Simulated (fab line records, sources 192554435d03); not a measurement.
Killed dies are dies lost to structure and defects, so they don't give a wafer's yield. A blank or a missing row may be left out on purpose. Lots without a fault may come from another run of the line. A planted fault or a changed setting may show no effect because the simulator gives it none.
Split-lot experiment | flow n5_finfet | 7 lots, 21 wafers read, on a route of 1938 steps

THE SPLIT
At N5_WELL_APT_COAT_02 (resist thk 950 nm), the setting spin_rpm was moved away from the recipe's 1357 rpm on 8 of the 21 wafers read, by -5.9% to +11.0%. The other wafers ran this setting at the recipe's value.

The reading is taken at the split's own step.

THE READING
coat_of_WELL_APT_COAT_02.thk_nm (the simulator's own value, which no gauge read), in nm, at N5_WELL_APT_COAT_02 (resist thk 950 nm). The file gives no usual value for it. The 13 wafers here that ran the recipe average 950.0 nm, standard deviation 2.2 nm.

wafer  | tool, chamber at the split | spin_rpm as run, rpm | against the recipe | coat_of_WELL_APT_COAT_02.thk_nm, nm | against lot-mates on the recipe
L076.3 | litho_track-01, 0          | 1302                 | -4.1%              | 975.4                               | +20.0
L076.4 | litho_track-01, 0          | 1302                 | -4.1%              | 974.7                               | +19.3
L076.6 | litho_track-01, 0          | 1357                 | recipe             | 955.4                               | -
L078.1 | litho_track-01, 0          | 1357                 | recipe             | 947.7                               | -
L078.2 | litho_track-01, 0          | 1357                 | recipe             | 948.6                               | -
L078.5 | litho_track-01, 0          | 1357                 | recipe             | 946.7                               | -
L079.1 | litho_track-01, 0          | 1446                 | +6.6%              | 920.7                               | -28.4
L079.2 | litho_track-01, 0          | 1357                 | recipe             | 949.1                               | -
L079.5 | litho_track-01, 0          | 1446                 | +6.6%              | 920.4                               | -28.7
L081.1 | litho_track-03, 0          | 1506                 | +11.0%             | 902.5                               | -49.5
L081.2 | litho_track-03, 0          | 1506                 | +11.0%             | 900.6                               | -51.4
L081.4 | litho_track-03, 0          | 1357                 | recipe             | 952                                 | -
L082.2 | litho_track-03, 0          | 1357                 | recipe             | 948.5                               | -
L082.3 | litho_track-03, 0          | 1277                 | -5.9%              | 978.6                               | +30.1
L082.5 | litho_track-03, 0          | 1277                 | -5.9%              | 977                                 | +28.5
L084.2 | litho_track-05, 0          | 1357                 | recipe             | 951.8                               | -
L084.3 | litho_track-05, 0          | 1357                 | recipe             | 949.9                               | -
L084.5 | litho_track-05, 0          | 1357                 | recipe             | 952.2                               | -
L095.2 | litho_track-01, 0          | 1357                 | recipe             | 949.3                               | -
L095.3 | litho_track-01, 0          | 1357                 | recipe             | 949.1                               | -
L095.5 | litho_track-01, 0          | 1357                 | recipe             | 949.1                               | -

THE FIT
A straight line over all 21 wafers: coat_of_WELL_APT_COAT_02.thk_nm changes by -4.65 nm for each +1% of spin_rpm; r = -0.99; the points scatter about the line by 2.7 nm.
The same after taking each lot's own level away (the mean of its wafers on the recipe; 21 wafers): -4.64 nm for each +1%; r = -1.00; scatter 1 nm.
On that fit, the largest move of spin_rpm shifts the reading by 51 nm.
The lots' own levels span 947.67 to 955.40 nm, that is 3.5 times the standard deviation above.
So the lot-to-lot level changes the slope little: the two slopes agree.
Check: with one of the wafers moved furthest among these (+11.0%) left out of the fit, the line predicts -50.9 nm for it against its lot-mates. It came out at -49.5 nm against them.

OTHER SPLITS ON THESE WAFERS
These wafers also went through other splits before the reading. Each is held against what the fit with the lots' levels taken away leaves over:
other split on the same wafers  | wafers away from the commonest value | r with coat_of_WELL_APT_COAT_02.thk_nm (lot level and that fit taken away)
N5_ZERO_LAYER_EXPOSE_08 dose_mj | 8                                    | +0.00

THE FILE'S OWN FIT
coat_of_WELL_APT_COAT_02.thk_nm changes by -4.63 nm for each +1% of spin_rpm, r = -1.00.
